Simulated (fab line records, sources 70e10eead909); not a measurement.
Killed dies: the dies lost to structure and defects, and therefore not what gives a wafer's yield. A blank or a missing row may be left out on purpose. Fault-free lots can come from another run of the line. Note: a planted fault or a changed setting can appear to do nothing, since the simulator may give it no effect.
A lot that was struck, set against a sound lot    flow nandHarc    15 steps out of a route of 1302
Sound: wafers L410.1, L410.4, L410.5. Struck: wafer L399.4 (left out: L399.1, L399.2 of the same lot, which were not struck); the cause appears at the end.
For every step that has rows: the tool of each side, followed by ch and its chambers, followed by its first start. Under that, the readings that differ: sound wafers    struck wafers    difference of the means    sigmas: that difference in standard deviations of wafers without a fault.
alike: words and numbers the same on both sides, and readings whose means are apart by under 2 such deviations; not compared: readings that were withheld, readings missing a value for some wafer, numbers with overlapping values and no deviation given by the record, and bounds like >300 which may hide the same value.
A row with sigmas, a row that says differs or no value, or rows on one side alone: a step with any of these is where the two part. Numbers that have no deviation but don't overlap get no sigmas and don't part them. A reading missing from all wafers of one side parts the sides only when that side holds two or more wafers.

first, 1 step without rows for these wafers: NHARC_P_CONTACT_DESCUM_17 (chemistry O2, time 3 s).
NHARC_P_CONTACT_ETCH_35: etches the open film in CF4, target depth 39 nm, time 65 s.
  sound on rieDiel-10 ch 1,2, day 13 00:19; struck on rieDiel-10 ch 1, day 8 12:54
reading               sound                 struck  difference  sigmas
throttleValvePct (%)  13.276 13.280 13.272  13.300  +0.024      +3
  alike: cf4FlowSccm, chamberPressureMTorr, drypumpMotorCurrentA, oesProductAu, rfVppV, showerheadPlenumPTorr
  not compared: rfHoursCounterH
then, 3 steps without rows for these wafers: NHARC_P_CONTACT_ETCH_36 (etches the open film in N2/H2, target depth 260 nm, time 406.25 s); NHARC_P_CONTACT_ETCH_18 (etches the open film in C4F8/O2/Ar, target depth 481 nm, time 240.5 s); NHARC_P_CONTACT_STRIP_37 (strips in C4F8/O2/Ar).
NHARC_P_CONTACT_ETCH_31: etches the open film in CH3F/O2, target depth 30 nm, time 85.7 s.
  sound: rieDiel-10 ch 0,2,3; struck: rieDiel-10 ch 0
  alike: ch3fFlowSccm, chamberPressureMTorr, drypumpMotorCurrentA, o2FlowSccm, oesProductAu, rfVppV, showerheadPlenumPTorr, throttleValvePct
  not compared: rfHoursCounterH
NHARC_P_CONTACT_CD_MEAS_19:
  struck on cdSem-03, day 8 13:41; sound on cdSem-01, day 13 01:06
  alike: cdNm
then, 2 steps without rows for these wafers: NHARC_P_CONTACT_STRIP_28 (strips in O2); NHARC_P_CONTACT_STRIP_29 (strips in post etch residue remover, time 1200 s).
NHARC_P_CONTACT_DEGAS_38: time 60 s.
  struck on pvdSputter-02, day 8 14:24; sound on pvdSputter-01, day 13 01:50
  alike: heaterPowerW
then, 1 step without rows for these wafers: NHARC_P_CONTACT_PRE_CLEAN_39 (time 19.5 s).
NHARC_P_CONTACT_PVD_32: deposits Ti, target thk 5 nm, time 17.7 s.
  sound on pvdSputter-01; struck on pvdSputter-02
  alike: throttleValvePct
NHARC_P_CONTACT_ALD_22: deposits TiN, target thk 3 nm, pulse time 1 s, ald cycles 150.
  sound on aldMetal-04 ch 0,1,2, day 13 02:04; struck on aldMetal-04 ch 0, day 8 14:38
reading    sound        struck  difference  sigmas
aldCycles  150 150 150  73      -77         
  alike: heaterPowerW, precursorPulseHeightRel
NHARC_P_CONTACT_CVD_23: deposits W, target thk 200 nm, time 557 s.
  sound: cvdW-01 ch 0,1; struck: cvdW-01 ch 1
  alike: heaterPowerW, throttleValvePct
-- the record jumps here: 18 days lie between the struck wafers' starts before and after (it left off in module P_CONTACT and takes up again in module END, whose first step shown is number 1302 of the route) --
NHARC_END_SORT_01:
  sound on prober-01 ch 0, day 31 20:19; struck on prober-01 ch 0, day 26 23:29
reading            sound     struck  difference  sigmas
killedAtPeriphery  5 4 5     604     +599        +99 or more
killedDies         81 69 66  677     +605        +30
killedShort        2 1 2     5       +3          +2
  alike: killedAtArray, killedAtOther, killedOpen

== WHERE THEY PART ==
Last at NHARC_END_SORT_01 as far as this record goes, first at NHARC_P_CONTACT_ETCH_35.

WHY: the cause the simulator had injected
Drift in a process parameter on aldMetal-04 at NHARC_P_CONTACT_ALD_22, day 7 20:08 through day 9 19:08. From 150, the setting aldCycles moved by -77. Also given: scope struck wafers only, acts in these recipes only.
